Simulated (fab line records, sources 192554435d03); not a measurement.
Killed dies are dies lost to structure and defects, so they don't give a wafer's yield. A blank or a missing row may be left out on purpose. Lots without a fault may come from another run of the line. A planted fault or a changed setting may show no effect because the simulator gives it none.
Chamber matching | flow n5_finfet | N5_BEOL_M3_PRE_CLEAN_60 on cvd_co-01: 3 sister chambers
The step time 15 s. 33 wafers are shown with their chamber, then 12 later ones without.

WAFERS WITH THEIR CHAMBER
wafer  | chamber | heater_power_w (W)
L075.3 | 1       | 77
L075.4 | 0       | 96
L075.6 | 2       | 99
L074.2 | 1       | 78
L074.5 | 1       | 76
L074.6 | 0       | 97
L079.3 | 1       | 75
L079.5 | 2       | 101
L079.6 | 1       | 77
L078.1 | 0       | 101
L078.5 | 0       | 96
L078.6 | 1       | 78
L080.3 | 0       | 97
L080.4 | 2       | 100
L080.6 | 1       | 77
L082.2 | 2       | 100
L082.3 | 1       | 79
L082.6 | 1       | 77
L081.3 | 0       | 98
L081.4 | 1       | 78
L081.5 | 0       | 99
L085.1 | 2       | 100
L085.3 | 0       | 97
L085.4 | 0       | 99
L087.1 | 0       | 97
L087.4 | 1       | 78
L087.5 | 0       | 97
L088.2 | 1       | 76
L088.5 | 1       | 78
L088.6 | 0       | 96
L089.1 | 0       | 98
L089.4 | 0       | 100
L089.6 | 1       | 77

SIGNATURES (means of the wafers above)
reading        | chamber 0 | chamber 1 | chamber 2 | scatter within a chamber
heater_power_w | 97.71     | 77.21     | 100.00    | 1.25
Rule: a wafer's distance from a chamber is the root of the sum, over the readings, of the square of ((its reading less the chamber's mean) divided by the reading's scatter). The wafer belongs to the nearest chamber; if the next one is less than 2 further off, it can't be placed. The scatter: the root of (the sum of the squares of (reading less its chamber's mean) over the shown wafers, divided by (wafers less chambers)).

WAFERS WITHOUT THEIR CHAMBER
wafer  | heater_power_w (W)
L093.1 | 102
L093.2 | 77
L093.6 | 102
L094.1 | 97
L094.4 | 100
L094.5 | 98
L096.3 | 99
L096.4 | 99
L096.6 | 103
L097.2 | 79
L097.3 | 98
L097.5 | 97

WHICH CHAMBER EACH WENT THROUGH
wafer  | from the rows above     | in truth
L093.1 | can't be placed: 2 or 0 | 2
L093.2 | 1                       | 1
L093.6 | can't be placed: 2 or 0 | 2
L094.1 | can't be placed: 0 or 2 | 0
L094.4 | can't be placed: 2 or 0 | 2
L094.5 | can't be placed: 0 or 2 | 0
L096.3 | can't be placed: 2 or 0 | 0
L096.4 | can't be placed: 2 or 0 | 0
L096.6 | can't be placed: 2 or 0 | 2
L097.2 | 1                       | 1
L097.3 | can't be placed: 0 or 2 | 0
L097.5 | can't be placed: 0 or 2 | 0
Placed correctly: 2 of 12. Can't be placed from these rows: 10 (the true chamber is among the candidates in 10). Placed wrongly: 0.
